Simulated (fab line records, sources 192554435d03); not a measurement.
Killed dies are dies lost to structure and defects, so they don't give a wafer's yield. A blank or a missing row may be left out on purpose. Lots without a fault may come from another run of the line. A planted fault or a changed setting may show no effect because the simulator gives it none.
fab line records | flow n5_finfet
record lots=4 wafers=12 last_day=16
route steps=1938 shown WELL_APT@20 PMOS_HMC_CHANNEL_EPI@57 BEOL_M4@1111
lots that met no fault: from a run of the same line without faults
start_h: hours from the record's first day to the start of the lot's first wafer shown | wait_h: hours since the lot's step before | " the same as in the row above | L1.1+2: a row that stands for several wafers | - no value, or no start given | * or withheld: withheld | < > ~ a bound
route shown NAME@n: a module of which the file shows steps, and the number in the route of the first | usual: mean/standard deviation of fault-free wafers | same: alike in all rows | chamber/n: place in a boat | sites: the reading at each site | _std_site: their standard deviation | _edge_site: outer sites' mean less inner sites' | radius_mm: how far each site lies from the wafer's centre | mask NAME#n: copy n | behind: the tool/chamber that last shaped the wafer | hold: why the lot was held/for how many hours/how that ended | device: the transistor (n, p or np) that didn't switch | end of line: the same wafers' tests at the end of the route | a step without rows: its recipe alone | killed: dies lost to structure and defects at the first sort, not the wafer's yield | map: a wafer's dies, x killed, . not, _ none there
set.NAME: the setting as run; set.NAME@STEP: as run at that earlier step | model.NAME: the simulator's own value behind a step, which no gauge read
lots at some steps of the route; a table a step, a row a wafer
services: from which hour (start_h, from the record's first day; less than 0 if before it) a tool's chamber was out of use, for how many hours, and why
## steps
# step N5_WELL_APT_HMDS_01
# recipe time_s=60 temp_c=120
# step N5_WELL_APT_COAT_02
# recipe spin_rpm=1357 resist_thk_nm=950
# step N5_WELL_APT_EBR_04
# recipe solvent=PGMEA ebr_width_mm=1.5
# step N5_WELL_APT_SOFTBAKE_03
# recipe temp_c=130 time_s=60
# step N5_WELL_APT_EXPOSE_05
# recipe mask_id=NWELL na=0.8 source_shape=conventional sigma_outer=0.8 polarization=unpolarized defocus_nm=0 target_cd_nm=200 dose_mj=20.3
# step N5_WELL_APT_PEB_06
# recipe peb_temp_c=130 peb_time_s=90
# step N5_WELL_APT_DEVELOP_07
# recipe develop_time_s=45 rinse_liquid=surfactant_rinse dry=air_spin dev_temp_c=21
# step N5_WELL_APT_HARDBAKE_12
# recipe temp_c=130 time_s=120
# step N5_WELL_APT_DESCUM_13
# recipe chemistry=O2 time_s=7.9 source_power_w=50 bias_power_w=20 pressure_mtorr=20 rf_frequency_hz=2.712e+07 temp_c=40 o2_flow_sccm=225
# step N5_WELL_APT_IMPLANT_14
# recipe species=P energy_kev=160 dose_cm2=1.5e+13 tilt_deg=0 rotation_deg=0
# usual dose_ions_cm2=1.5001e+13/1.8e+10 faraday_current_uA=191/3.7
# columns lot.wafer tool chamber start_h wait_h dose_ions_cm2 faraday_current_uA
L989.1 implanter-02 0 49.74 0.1 1.4994e+13 194
L989.2 " 0 " " 1.502e+13 190
L989.5 " 0 " " 1.5021e+13 190
L998.2 implanter-02 0 104.06 0.1 1.1135e+13 145
L998.3 " 0 " " 1.1132e+13 143
L998.5 " 0 " " 1.1126e+13 145
L100.1 implanter-02 0 116.00 0.1 1.1156e+13 139
L100.3 " 0 " " 1.1134e+13 147
L100.4 " 0 " " 1.1146e+13 138
L103.2 implanter-01 0 133.81 0.1 1.4977e+13 190
L103.3 " 0 " " 1.497e+13 189
L103.6 " 0 " " 1.4974e+13 192
# step N5_WELL_APT_IMPLANT_15
# recipe species=As energy_kev=25 dose_cm2=1.5e+13 tilt_deg=0 rotation_deg=0
# step N5_WELL_APT_STRIP_16
# recipe chemistry=SPM time_s=900 temp_c=130 h2so4_h2o2_vol_ratio=4 dry=ipa_marangoni
# step N5_WELL_APT_HMDS_18
# recipe time_s=60 temp_c=120
# step N5_WELL_APT_COAT_19
# recipe spin_rpm=1357 resist_thk_nm=950
# step N5_WELL_APT_EBR_21
# recipe solvent=PGMEA ebr_width_mm=1.5
# step N5_WELL_APT_SOFTBAKE_20
# recipe temp_c=130 time_s=60
# step N5_WELL_APT_EXPOSE_22
# recipe mask_id=PWELL na=0.8 source_shape=conventional sigma_outer=0.8 polarization=unpolarized defocus_nm=0 target_cd_nm=200 dose_mj=23.2
# step N5_WELL_APT_PEB_23
# recipe peb_temp_c=130 peb_time_s=90
# step N5_WELL_APT_DEVELOP_24
# recipe develop_time_s=45 rinse_liquid=surfactant_rinse dry=air_spin dev_temp_c=21
# step N5_WELL_APT_HARDBAKE_29
# recipe temp_c=130 time_s=120
# step N5_WELL_APT_DESCUM_30
# recipe chemistry=O2 time_s=7.9 source_power_w=50 bias_power_w=20 pressure_mtorr=20 rf_frequency_hz=2.712e+07 temp_c=40 o2_flow_sccm=225
# step N5_WELL_APT_IMPLANT_31
# recipe species=B energy_kev=60 dose_cm2=1.5e+13 tilt_deg=0 rotation_deg=0
# step N5_WELL_APT_IMPLANT_32
# recipe species=BF2 energy_kev=50 dose_cm2=2e+13 tilt_deg=0 rotation_deg=0
# step N5_WELL_APT_STRIP_33
# recipe chemistry=SPM time_s=900 temp_c=130 h2so4_h2o2_vol_ratio=4 dry=ipa_marangoni
# step N5_WELL_APT_RTA_34
# recipe temp_c=1000 time_s=10 ambient=N2 idle_temp_c=600 ramp_up_c_per_s=150 ramp_down_c_per_s=60 cool_to_c=600
# step N5_WELL_APT_OXIDE_STRIP_42
# recipe chemistry=dHF dilution=25:1 time_s=45 temp_c=25 target=SiO2 target_depth_a=120
# step N5_WELL_APT_PRECLEAN_36
# recipe chemistry=O3/DIW time_s=45 temp_c=22 o3_ppm=10
# step N5_WELL_APT_PRECLEAN_39
# recipe chemistry=dHF time_s=60 dilution=150:1 temp_c=25
# step N5_WELL_APT_SRD_37
# recipe dry=ipa_marangoni do_ppb=5 time_s=30 temp_c=23 rinse_liquid=diw
# step N5_WELL_APT_EPI_41
# recipe material=Si target_thk_a=500 temp_c=650 precursor=SiH4/H2 pressure_torr=20 time_s=297.7
# step N5_PMOS_HMC_CHANNEL_EPI_HM_DEP_34
# recipe material=SiO2 target_thk_a=360 temp_c=400 precursor=TEOS/O2 pressure_torr=6.5 rf_w=900 teos_flow_sccm=161.4 gas=O2 flow_sccm=2650 time_s=6.9
# step N5_PMOS_HMC_CHANNEL_EPI_COAT_31
# recipe resist=BARC temp_c=205 time_s=60 spin_rpm=1500 resist_thk_nm=66
# step N5_PMOS_HMC_CHANNEL_EPI_COAT_03
# recipe resist=CAR-ArF-block spin_rpm=1500 resist_thk_nm=205
# step N5_PMOS_HMC_CHANNEL_EPI_EBR_05
# recipe solvent=PGMEA ebr_width_mm=1.5
# step N5_PMOS_HMC_CHANNEL_EPI_SOFTBAKE_04
# recipe temp_c=110 time_s=60 resist=CAR-ArF-block
# step N5_BEOL_M4_RC_MEAS_101
# usual DIBL_N=36.5/1.4 DIBL_P=36.6/1.9 IOFF_N=0.167/0.029 IOFF_P=0.21/0.033 ION_N=674/12 ION_P=460/8.9 RS_NWELL=1037/6.3 SS_N=71.6/0.57 SS_P=73.4/0.61 VT_N=249/3.3 VT_P=-250/3.3
# columns lot.wafer tool chamber start_h wait_h DIBL_N[mV/V] DIBL_P[mV/V] IOFF_N[nA/um] IOFF_P[nA/um] ION_N[uA/um] ION_P[uA/um] RS_NWELL[ohm/sq] SS_N[mV/dec] SS_P[mV/dec] VT_N[mV] VT_P[mV]
L989.1 prober-01 0 203.76 0.0 35.0 35.7 0.160 0.21 663 453 1027 71.6 73.3 248 -248
L989.2 " 0 " " 36.1 36.4 0.167 0.21 683 464 1036 72.5 74.3 251 -254
L989.5 " 0 " " 35.1 35.9 0.159 0.21 660 450 1028 72.1 73.7 250 -251
L998.2 prober-01 0 265.89 0.2 37.2 38.0 0.184 0.21 679 464 1222 70.9 73.5 246 -249
L998.3 " 0 " " 39.7 39.8 0.224 0.25 676 455 1220 72.4 74.5 248 -249
L998.5 " 0 " " 37.9 39.0 0.195 0.22 678 460 1230 72.5 74.1 249 -250
L100.1 prober-02 0 269.21 0.0 38.8 39.3 0.201 0.22 677 452 1222 72.3 73.5 248 -252
L100.3 " 0 " " 38.2 38.8 0.181 0.21 666 450 1227 71.6 74.3 246 -253
L100.4 " 0 " " 39.2 39.4 0.201 0.22 674 452 1222 73.1 74.1 250 -253
L103.2 prober-02 0 289.73 0.2 34.5 34.1 0.130 0.17 665 452 1037 71.2 73.4 254 -255
L103.3 " 0 " " 34.9 34.9 0.131 0.19 664 461 1030 70.8 73.2 257 -253
L103.6 " 0 " " 34.6 33.9 0.125 0.17 663 449 1038 71.4 73.2 257 -255
## services
# columns tool chamber start_h hours kind
implanter-01 - 56.59 0.8 repair
implanter-02 - 109.77 5.2 pm
## key
first_sign step=N5_WELL_APT_IMPLANT_14 reading=dose_ions_cm2 direction=down sigmas=99+ usual=1.5001e+13 struck=1.1138e+13
effect step=N5_WELL_APT_IMPLANT_14 reading=faraday_current_uA direction=down sigmas=13 usual=191 struck=143
effect step=N5_BEOL_M4_RC_MEAS_101 reading=RS_NWELL direction=up sigmas=30 usual=1037 struck=1224
met_at N5_WELL_APT_IMPLANT_14
struck_wafers L998.2,L998.3,L998.5,L100.1,L100.3,L100.4
onset_between 49.74 104.06
fault kind=process_parameter_drift tool=implanter-02 chamber=- onset_h=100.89 steps=N5_WELL_APT_IMPLANT_14 channel=dose_cm2 offset=-3.8601e+12 shape=step end_h=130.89 acts_in=these_recipes_only stated=1.5e+13
